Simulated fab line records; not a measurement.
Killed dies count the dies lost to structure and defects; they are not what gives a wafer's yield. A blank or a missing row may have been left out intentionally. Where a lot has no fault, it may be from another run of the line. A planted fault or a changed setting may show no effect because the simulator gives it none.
The tool behind it: which one? | flow n5-finfet | Sampling: 8 lots, 24 wafers, 7 of 1938 route steps

## WHAT THE GAUGES READ, wafer by wafer
N5_STI_FIN_REVEAL_CD_MEAS_22: target cd 6.238 nm, pitch 28 nm.
lot  | measured    | on        | cd-nm (nm)
L423 | day 3 15:18 | cd-sem-01 | 6.20 6.65 6.25
L427 | day 4 08:34 | cd-sem-02 | 6.42 5.94 6.15
L432 | day 5 14:32 | cd-sem-01 | 5.96 6.04 6.06
L433 | day 5 18:34 | cd-sem-02 | 6.30 6.01 6.37
L439 | day 7 07:35 | cd-sem-02 | 6.30 6.21 6.06
L440 | day 7 12:17 | cd-sem-01 | 6.07 6.41 6.09
L441 | day 7 19:16 | cd-sem-02 | 6.90 6.59 6.36
L442 | day 8 02:41 | cd-sem-01 | 6.35 6.25 5.79

N5_STI_FIN_REVEAL_FIN_H_MEAS_10.
lot  | measured    | on     | trench-depth-nm (nm)
L423 | day 3 15:20 | ocd-02 | 52.7 53.7 53.0
L427 | day 4 08:36 | ocd-01 | 52.6 51.0 52.5
L432 | day 5 14:34 | ocd-02 | 52.5 52.3 52.2
L433 | day 5 18:35 | ocd-02 | 53.0 53.1 52.3
L439 | day 7 07:37 | ocd-01 | 52.0 51.8 52.8
L440 | day 7 12:20 | ocd-02 | 51.3 51.6 52.4
L441 | day 7 19:18 | ocd-01 | 51.8 51.4 52.1
L442 | day 8 02:43 | ocd-01 | 51.5 52.0 51.6

N5_DUMMY_GATE_CD_MEAS_50: the cd target is 14 nm.
lot  | measured    | on        | cd-nm (nm)
L423 | day 4 00:36 | cd-sem-02 | 13.79 13.99 14.01
L427 | day 4 18:24 | cd-sem-02 | 13.98 14.82 14.09
L432 | day 6 00:12 | cd-sem-02 | - - -
L433 | day 6 03:47 | cd-sem-01 | - - -
L439 | day 7 20:28 | cd-sem-02 | 13.98 14.14 13.70
L440 | day 8 01:17 | cd-sem-02 | 13.60 14.01 13.69
L441 | day 8 06:22 | cd-sem-01 | 14.16 13.61 14.35
L442 | day 8 12:04 | cd-sem-02 | 13.79 13.92 14.01

N5_BEOL_M4_RC_MEAS_101.
lot  | measured     | on        | DIBL_N (mV/V)  | DIBL_P (mV/V)  | IOFF_N (nA/um)    | IOFF_P (nA/um) | ION_N (uA/um) | ION_P (uA/um) | SS_N (mV/dec)  | SS_P (mV/dec)  | VT_N (mV)         | VT_P (mV)
L423 | day 9 23:38  | prober-01 | 36.5 37.5 36.6 | 35.2 37.4 34.6 | 0.145 0.176 0.138 | 0.20 0.24 0.19 | 677 690 674   | 465 477 460   | 71.7 71.7 71.2 | 73.1 73.4 73.4 | 253.5 246.0 252.7 | -251 -247 -251
L427 | day 10 18:29 | prober-02 | 37.6 35.8 35.3 | 37.5 34.8 34.3 | 0.184 0.135 0.135 | 0.22 0.17 0.17 | 686 662 664   | 470 449 458   | 71.3 71.1 71.0 | 73.1 72.5 72.0 | 244.6 250.2 251.1 | -247 -251 -251
L439 | day 13 12:34 | prober-02 | 35.0 35.4 34.6 | 35.5 36.4 35.6 | 0.126 0.127 0.115 | 0.18 0.19 0.18 | 653 661 658   | 459 460 459   | 70.5 71.3 70.8 | 72.8 73.2 73.1 | 254.0 254.7 254.7 | -251 -251 -252
L440 | day 13 20:59 | prober-02 | 38.3 37.7 38.1 | 38.4 38.6 38.6 | 0.206 0.195 0.199 | 0.26 0.26 0.26 | 675 675 692   | 463 467 474   | 72.1 72.2 71.5 | 74.6 73.5 73.9 | 247.8 247.5 244.4 | -247 -249 -245
L441 | day 14 03:20 | prober-02 | 37.2 37.1 35.9 | 37.3 36.7 34.6 | 0.186 0.174 0.154 | 0.26 0.25 0.22 | 691 683 689   | 481 473 474   | 71.4 71.6 70.7 | 74.0 74.1 73.9 | 247.1 249.6 253.2 | -246 -247 -250
L442 | day 13 19:12 | prober-01 | 35.7 37.4 36.5 | 36.1 37.9 36.6 | 0.147 0.182 0.170 | 0.25 0.28 0.26 | 673 675 667   | 469 473 464   | 71.2 71.5 71.8 | 73.3 74.0 73.9 | 249.2 246.1 247.4 | -246 -245 -246

## EACH LOT AND THE TOOL THAT RAN IT (in order: tool; ch and the chambers of the sampled wafers; start)
lot  | N5_DUMMY_GATE_DESCUM_20           | N5_DUMMY_GATE_ETCH_37             | N5_DUMMY_GATE_ETCH_31
L423 | rie-diel-04 ch 0,1, day 4 00:09   | rie-diel-04 ch 0,1, day 4 00:17   | rie-diel-05 ch 0,1,3, day 4 00:39
L427 | rie-diel-04 ch 0,2,3, day 4 17:57 | rie-diel-04 ch 0,2,3, day 4 18:06 | rie-diel-05 ch 1,2, day 4 18:27
L432 | rie-diel-04 ch 0,2,3, day 5 23:49 | rie-diel-04 ch 0,2,3, day 5 23:58 | rie-diel-02 ch 0,1,3, day 6 00:15
L433 | rie-diel-04 ch 0,2,3, day 6 03:25 | rie-diel-04 ch 0,2,3, day 6 03:33 | rie-diel-05 ch 0,1, day 6 03:52
L439 | rie-diel-04 ch 1,3, day 7 20:05   | rie-diel-04 ch 1,3, day 7 20:14   | rie-diel-05 ch 1,2,3, day 7 20:31
L440 | rie-diel-02 ch 1,2,3, day 8 00:55 | rie-diel-02 ch 1,2,3, day 8 01:04 | rie-diel-05 ch 0,1,3, day 8 01:20
L441 | rie-diel-02 ch 0,2,3, day 8 05:59 | rie-diel-02 ch 0,2,3, day 8 06:07 | rie-diel-05 ch 1,2,3, day 8 06:24
L442 | rie-diel-02 ch 0,2,3, day 8 11:34 | rie-diel-02 ch 0,2,3, day 8 11:42 | rie-diel-05 ch 0,1,2, day 8 12:11
- N5_DUMMY_GATE_DESCUM_20: chemistry O2, time 6.2 s.
- N5_DUMMY_GATE_ETCH_37: etches SOC in N2/H2, target depth 60 nm, overetch 30 nm.
- N5_DUMMY_GATE_ETCH_31: etches SiO2 in C4F6/O2, target depth 82.5 nm, time 27.5 s.

## AS READ BY THE TOOLS THEMSELVES (means over the sampled wafers that have a number; for cases with no such wafer, the mark the record gives instead)
N5_DUMMY_GATE_DESCUM_20.
lot  | tool        | chamber-pressure-mTorr (mTorr) | drypump-motor-current-A (A) | oes-product-au (a.u.) | rf-vpp-V (V) | showerhead-plenum-p-Torr (Torr) | throttle-valve-pct (%)
L423 | rie-diel-04 | 20.004                         | 6.4                         | 0.79                  | 242.9        | 2.05                            | 20.54
L427 | rie-diel-04 | 20.024                         | 5.8                         | 0.75                  | 242.9        | 2.09                            | 20.60
L432 | rie-diel-04 | 20.001                         | 5.7                         | 0.74                  | 243.8        | 2.09                            | 20.61
L433 | rie-diel-04 | 20.003                         | 5.8                         | 0.74                  | 242.4        | 2.09                            | 20.61
L439 | rie-diel-04 | 20.003                         | 6.0                         | 0.73                  | 241.5        | 1.98                            | 20.74
L440 | rie-diel-02 | 20.012                         | 5.4                         | 0.82                  | 243.8        | 2.14                            | 20.30
L441 | rie-diel-02 | 19.997                         | 5.5                         | 0.74                  | 242.8        | 2.09                            | 20.58
L442 | rie-diel-02 | 20.000                         | 5.5                         | 0.73                  | 242.3        | 2.09                            | 20.58

N5_DUMMY_GATE_ETCH_37.
lot  | tool        | bias-w (W) | chamber-pressure-mTorr (mTorr) | drypump-motor-current-A (A) | n2-flow-sccm (sccm) | oes-product-au (a.u.) | rf-vpp-V (V) | showerhead-plenum-p-Torr (Torr) | throttle-valve-pct (%)
L423 | rie-diel-04 | 150.0      | 30.016                         | 6.4                         | 199.9               | 0.62                  | 522.4        | 2.48                            | 17.91
L427 | rie-diel-04 | 150.2      | 30.009                         | 5.7                         | 200.2               | 0.59                  | 523.4        | 2.53                            | 17.89
L432 | rie-diel-04 | -          | -                              | -                           | -                   | -                     | -            | -                               | -
L433 | rie-diel-04 | -          | -                              | -                           | -                   | -                     | -            | -                               | -
L439 | rie-diel-04 | 149.8      | 30.005                         | 6.0                         | 200.1               | 0.57                  | 520.9        | 2.41                            | 18.09
L440 | rie-diel-02 | 149.8      | 30.027                         | 5.4                         | 200.6               | 0.65                  | 525.2        | 2.60                            | 17.70
L441 | rie-diel-02 | 149.9      | 29.999                         | 5.5                         | 200.0               | 0.58                  | 524.0        | 2.54                            | 17.98
L442 | rie-diel-02 | 149.9      | 30.007                         | 5.5                         | 199.4               | 0.58                  | 524.4        | 2.54                            | 17.99

N5_DUMMY_GATE_ETCH_31.
lot  | tool        | C4F6_flow_sccm (sccm) | O2_flow_sccm (sccm) | chamber-pressure-mTorr (mTorr) | drypump-motor-current-A (A) | oes-product-au (a.u.) | rf-vpp-V (V) | showerhead-plenum-p-Torr (Torr) | throttle-valve-pct (%)
L423 | rie-diel-05 | 10.020                | 10.004              | 29.983                         | 5.9                         | 0.73                  | 673          | 2.83                            | 21.37
L427 | rie-diel-05 | 9.977                 | 10.016              | 30.003                         | 6.3                         | 0.72                  | 670          | 2.82                            | 21.26
L432 | rie-diel-02 | 10.039                | 9.985               | 29.978                         | 5.6                         | 0.27                  | 663          | 2.79                            | 20.93
L433 | rie-diel-05 | 10.029                | 10.001              | 30.008                         | 6.3                         | 0.27                  | 674          | 2.82                            | 20.89
L439 | rie-diel-05 | 10.000                | 10.009              | 29.989                         | 5.9                         | 0.71                  | 670          | 2.81                            | 21.38
L440 | rie-diel-05 | 10.007                | 9.988               | 29.991                         | 5.9                         | 0.70                  | 674          | 2.82                            | 21.43
L441 | rie-diel-05 | 10.001                | 10.032              | 30.000                         | 5.9                         | 0.71                  | 670          | 2.81                            | 21.38
L442 | rie-diel-05 | 9.985                 | 10.004              | 30.005                         | 5.9                         | 0.70                  | 668          | 2.81                            | 21.26

## THE ANSWER, worked out from the rows above alone
Rule: what is usual is taken from the lots themselves. The widest of any qualifying gaps counts: lots, ordered by their means at a reading, are off when they make up no more than a third of the lots, leave a main group of 4 or more, and stand apart from it by 3 or more times the standard deviation of that group's means. Not used: any main group whose means are identical at the precision the tables above print for the reading. A lot without any number at a reading at which 4 lots or more have one is off too. Where the step has rows for the other lots, those lots are counted as sound. First the gauges in route order, then the tools' own readings, where a lot's mean is used as printed above. At the first step where some lot is off, the reading lying furthest off is the one used; lots without a number count as furthest.
Off: L432, L433, at N5_DUMMY_GATE_CD_MEAS_50 (cd-nm). Without a number there: L432, L433. Main group: mean 13.98 nm, sd 0.16.
If a tool, at a process step before that reading, ran all the lots that are off and no sound lot after the first of them, it fits. The gauges at N5_DUMMY_GATE_CD_MEAS_50 aren't tried: what is off there is off at N5_DUMMY_GATE_ETCH_37 too, on other tools, and a gauge's error can't cause that. Of those tried, none fits.

## WHAT WAS PUT IN BY THE SIMULATOR
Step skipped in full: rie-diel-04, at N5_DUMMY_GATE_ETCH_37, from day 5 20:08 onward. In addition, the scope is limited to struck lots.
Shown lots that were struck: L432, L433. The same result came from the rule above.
